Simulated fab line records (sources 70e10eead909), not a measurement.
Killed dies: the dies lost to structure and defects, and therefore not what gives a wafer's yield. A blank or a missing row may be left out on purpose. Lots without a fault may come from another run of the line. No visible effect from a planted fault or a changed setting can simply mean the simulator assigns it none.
Chamber matching | flow nand harc | NHARC_A_CONTACT_ETCH_91 on rie diel-12: 4 sister chambers
The step etches the open film in CH3F/O2, target depth 40 nm, time 85.7 s. 16 wafers are shown with their chamber, then 8 later ones without.

## WAFERS PAIRED WITH THEIR CHAMBERS
wafer  | chamber | drypump motor current A (A) | showerhead plenum p Torr (Torr) | rf vpp V (V)
L075.2 | 0       | 5.0                         | 2.65                            | 246.6
L075.3 | 3       | 6.3                         | 2.58                            | 244.6
L075.4 | 1       | 4.8                         | 2.41                            | 243.9
L077.1 | 2       | 6.5                         | 2.34                            | 242.8
L077.4 | 0       | 5.0                         | 2.65                            | 246.7
L077.5 | 2       | 6.4                         | 2.34                            | 243.3
L076.1 | 2       | 6.4                         | 2.33                            | 242.6
L076.2 | 0       | 5.0                         | 2.65                            | 246.4
L076.3 | 3       | 6.3                         | 2.58                            | 245.6
L081.1 | 2       | 6.4                         | 2.33                            | 243.9
L081.2 | 3       | 6.3                         | 2.58                            | 245.1
L081.5 | 2       | 6.4                         | 2.33                            | 242.5
L085.2 | 0       | 5.0                         | 2.64                            | 246.5
L085.5 | 2       | 6.4                         | 2.32                            | 244.2
L085.6 | 3       | 6.3                         | 2.57                            | 245.4
L086.2 | 1       | 4.8                         | 2.40                            | 243.7

SIGNATURES (averages over the wafers above)
reading                  | chamber 0 | chamber 1 | chamber 2 | chamber 3 | scatter within a chamber
drypump motor current A  | 5.000     | 4.800     | 6.417     | 6.300     | 0.0264
showerhead plenum p Torr | 2.6475    | 2.4050    | 2.3317    | 2.5775    | 0.00635
rf vpp V                 | 246.550   | 243.800   | 243.217   | 245.175   | 0.512
Rule: distance of a wafer from a chamber = root of the sum over the readings of ((wafer's reading minus chamber's mean) / reading's scatter) squared. The wafer belongs to the nearest chamber; if the next one is less than 2 further off, it can't be placed. How the scatter is found: for the shown wafers, subtract from each reading the mean of its chamber, square and add these, divide the total by (wafers less chambers), then take the root.

## WAFERS WITHOUT THEIR CHAMBER
wafer  | drypump motor current A (A) | showerhead plenum p Torr (Torr) | rf vpp V (V)
L086.4 | 5.0                         | 2.64                            | 245.9
L086.5 | 4.8                         | 2.40                            | 242.6
L087.2 | 4.8                         | 2.40                            | 242.6
L087.3 | 5.0                         | 2.64                            | 246.1
L087.4 | 6.3                         | 2.57                            | 245.9
L094.2 | 4.8                         | 2.39                            | 241.3
L094.5 | 5.0                         | 2.63                            | 246.5
L094.6 | 4.8                         | 2.39                            | 243.8

## WHICH CHAMBER EACH WENT THROUGH
wafer  | from the rows above | in truth
L086.4 | 0                   | 0
L086.5 | 1                   | 1
L087.2 | 1                   | 1
L087.3 | 0                   | 0
L087.4 | 3                   | 3
L094.2 | 1                   | 1
L094.5 | 0                   | 0
L094.6 | 1                   | 1
Correctly placed: 8 of 8. Can't be placed from these rows: 0. Number placed wrongly: 0.
